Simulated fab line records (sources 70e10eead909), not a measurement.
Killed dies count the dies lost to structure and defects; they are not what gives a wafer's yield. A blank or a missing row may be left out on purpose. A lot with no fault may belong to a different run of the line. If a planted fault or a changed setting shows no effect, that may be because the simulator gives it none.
Comparing a struck lot with a sound one :: flow nand harc :: 14 steps out of a route of 1159
Sound: wafers L122.1, L122.5, L122.6. Struck: wafers L109.4, L109.5, L109.6. Last of all comes the cause.
Order at every step that has rows: each side's tool, ch and its chambers, its first start. Under that, the readings that differ: sound wafers :: struck wafers :: difference of the means :: sigmas: that difference in standard deviations of wafers without a fault.
alike: words and numbers the same on both sides, and readings whose means are apart by under 2 such deviations; not compared: readings that were withheld, readings missing a value for some wafer, numbers with overlapping values and no deviation given by the record, and bounds like >300 which may hide the same value.
The two part at a step that has a row with sigmas, a row that says differs or no value, or rows on one side only. Numbers that don't overlap but have no deviation are shown without sigmas and don't part them. A reading that every wafer of one side lacks parts them only if that side has two wafers or more.

NHARC_A_ZERO_WELL_DESCUM_12: chemistry O2, time 3 s.
  sound on rie diel-05 ch 0,1,3, day 11 13:13; struck on rie diel-12 ch 0,1, day 7 20:01
  alike: drypump motor current A, oes product au, rf vpp V, showerhead plenum p Torr, throttle valve pct
  not compared: rf hours counter h
NHARC_A_ZERO_WELL_ETCH_19: etches the open film in N2/H2, target depth 80 nm, overetch 24 nm, time 87.88 s.
  sound on rie diel-05 ch 0,2,3, day 11 13:17; struck on rie diel-12 ch 1,2,3, day 7 20:07
  alike: drypump motor current A, n2 flow sccm, oes product au, rf vpp V, showerhead plenum p Torr, throttle valve pct
  not compared: rf hours counter h
NHARC_A_ZERO_WELL_ETCH_13: etches the open film in HBr/Cl2, target depth 120 nm, time 40.1 s.
  sound on rie si-04 ch 1,2, day 11 13:25; struck on rie si-04 ch 0,2,3, day 7 20:16
  alike: drypump motor current A, oes product au, throttle valve pct
  not compared: rf hours counter h
then, 4 steps without rows for these wafers: NHARC_A_ZERO_WELL_STRIP_14 (strips in SPM, time 900 s); NHARC_A_ZERO_WELL_IMPLANT_15; NHARC_A_ZERO_WELL_PRECLEAN_22 (cleans in SC1, time 60 s); NHARC_A_ZERO_WELL_SRD_23.
NHARC_A_ZERO_WELL_RTA_16: time 10 s.
  sound on rtp anneal-02 ch 0, day 11 14:19; struck on rtp anneal-02 ch 0, day 7 21:14
  alike: lamp power pct, wafer_temp_C_max
NHARC_A_ZERO_WELL_INSPECT_17:
  sound: defect inspect-01 at day 11 14:31; struck: defect inspect-01 at day 7 21:21
  alike: raw defect count
then, 2 steps without rows for these wafers: NHARC_A_SOURCE_PLATE_PRECLEAN_00 (cleans in HF-LAST, time 60 s); NHARC_A_SOURCE_PLATE_SRD_01.
NHARC_A_SOURCE_PLATE_OXIDE_02: material SiO2, target thk 10 nm, ox time 1362 s.
  sound on furnace-01 ch 0, day 11 17:53; struck on furnace-03 ch 0, day 8 06:13
  alike: spike tc upper C, zone power bottom pct
NHARC_A_SOURCE_PLATE_THK_MEAS_09: measures by ellipsometry.
  sound: film metro-02 at day 11 21:55; struck: film metro-01 at day 8 10:40
reading: thk nm (nm)
sound: 11.6 10.8 9.4
struck: 15.8 15.5 16.1
difference: +5.2
sigmas: +5
then, 1 step without rows for these wafers: NHARC_A_SOURCE_PLATE_PVD_04 (deposits WSi2, target thk 50 nm).

WHERE THEY PART
Only at NHARC_A_SOURCE_PLATE_THK_MEAS_09, within this record.

WHY: what had been put in by the simulator
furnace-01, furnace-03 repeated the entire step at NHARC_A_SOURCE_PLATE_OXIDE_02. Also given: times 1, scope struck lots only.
